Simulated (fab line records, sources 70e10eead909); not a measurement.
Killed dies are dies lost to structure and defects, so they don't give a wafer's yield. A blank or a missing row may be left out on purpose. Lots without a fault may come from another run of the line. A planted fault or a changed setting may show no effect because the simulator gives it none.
A struck lot beside a sound one | flow nand_harc | 15 steps out of a route of 1159
Sound: wafers L488.2, L488.5, L488.6. Struck: wafer L486.6. The cause comes at the end.
At each step with rows: each side's tool, then ch and its chambers, then its first start. Under that, the readings that differ: sound wafers | struck wafers | difference of the means | sigmas: that difference in standard deviations of wafers without a fault.
alike: readings whose means differ by less than 2 such deviations, and words and numbers that are the same on both sides. not compared: withheld readings, readings that some wafer has no value for, bounds like >300 that may hide the same value, and numbers for which the record gives no deviation and whose values overlap.
The two part at a step that has a row with sigmas, a row that says differs or no value, or rows on one side only. Numbers that don't overlap but have no deviation are shown without sigmas and don't part them. A reading that every wafer of one side lacks parts them only if that side has two wafers or more.

first, 7 steps without rows for these wafers: NHARC_A_M1_COAT_34 (time 65 s); NHARC_A_M1_COAT_03 (resist thk 90 nm); NHARC_A_M1_SOFTBAKE_04 (time 55 s); NHARC_A_M1_EBR_05; NHARC_A_M1_EXPOSE_06 (exposes mask A M1, target cd 120 nm); NHARC_A_M1_PEB_07 (peb time 65 s); NHARC_A_M1_DEVELOP_08 (develop time 35 s).
NHARC_A_M1_CD_MEAS_09: target cd 120 nm.
  sound on cd_sem-03 ch 0, day 21 12:56; struck on cd_sem-01 ch 0, day 20 14:52
  alike: cd_nm
NHARC_A_M1_OVL_MEAS_10: pitch 240 nm.
  sound on overlay-01, day 21 13:02; struck on overlay-01, day 20 14:56
  alike: overlay_x_nm, overlay_y_nm
NHARC_A_M1_INSPECT_11:
  sound on defect_inspect-01, day 21 13:04; struck on defect_inspect-01, day 20 14:59
  alike: raw_defect_count
NHARC_A_M1_DESCUM_14: chemistry O2, time 3 s.
  sound on rie_diel-03 ch 2,3, day 21 13:08; struck on rie_diel-11 ch 0, day 20 15:04
  reading                         | sound          | struck | difference | sigmas
  drypump_motor_current_A (A)     | 4.8 5.4 4.8    | 6.6    | +1.6       | +3
  showerhead_plenum_p_Torr (Torr) | 1.85 1.77 1.85 | 2.00   | +0.18      | +2
  alike: oes_product_au, rf_vpp_V, throttle_valve_pct
  not compared: rf_hours_counter_h
NHARC_A_M1_ETCH_35: etches the open film in N2/H2, target depth 40 nm, overetch 12 nm, time 43.94 s.
  sound on rie_diel-03 ch 0,1,2, day 21 13:14; struck on rie_diel-11 ch 1, day 20 15:09
  alike: drypump_motor_current_A, oes_product_au, rf_vpp_V, showerhead_plenum_p_Torr, throttle_valve_pct
  not compared: rf_hours_counter_h
NHARC_A_M1_ETCH_15: etches the open film in C4F8/Ar, target depth 182.5 nm, time 91.2 s.
  sound on rie_diel-03 ch 1,2,3, day 21 13:19; struck on rie_diel-11 ch 3, day 20 15:14
  reading               | sound             | struck | difference | sigmas
  oes_product_au (a.u.) | 0.976 0.972 0.963 | 1.196  | +0.226     | +9
  alike: rf_vpp_V
  not compared: rf_hours_counter_h
NHARC_A_M1_CD_MEAS_16:
  sound on cd_sem-03, day 21 13:26; struck on cd_sem-03, day 20 15:21
  alike: cd_nm
NHARC_END_SORT_01:
  sound on prober-01 ch 0, day 23 05:25; struck on prober-01 ch 0, day 22 06:11
  alike: defect_limited_yield, killed_at_array, killed_at_other, killed_at_periphery, killed_dies, killed_open, killed_short, sort_bin_2_pct, sort_bin_3_pct, sort_bin_4_pct, sort_n_pass, sort_rim_yield_pct, sort_yield_pct

WHERE THEY PART
First at NHARC_A_M1_DESCUM_14; last, within this record, at NHARC_A_M1_ETCH_15. Later steps at which nothing parts them and some readings are alike: NHARC_A_M1_CD_MEAS_16, NHARC_END_SORT_01.

WHY: what the simulator had put in
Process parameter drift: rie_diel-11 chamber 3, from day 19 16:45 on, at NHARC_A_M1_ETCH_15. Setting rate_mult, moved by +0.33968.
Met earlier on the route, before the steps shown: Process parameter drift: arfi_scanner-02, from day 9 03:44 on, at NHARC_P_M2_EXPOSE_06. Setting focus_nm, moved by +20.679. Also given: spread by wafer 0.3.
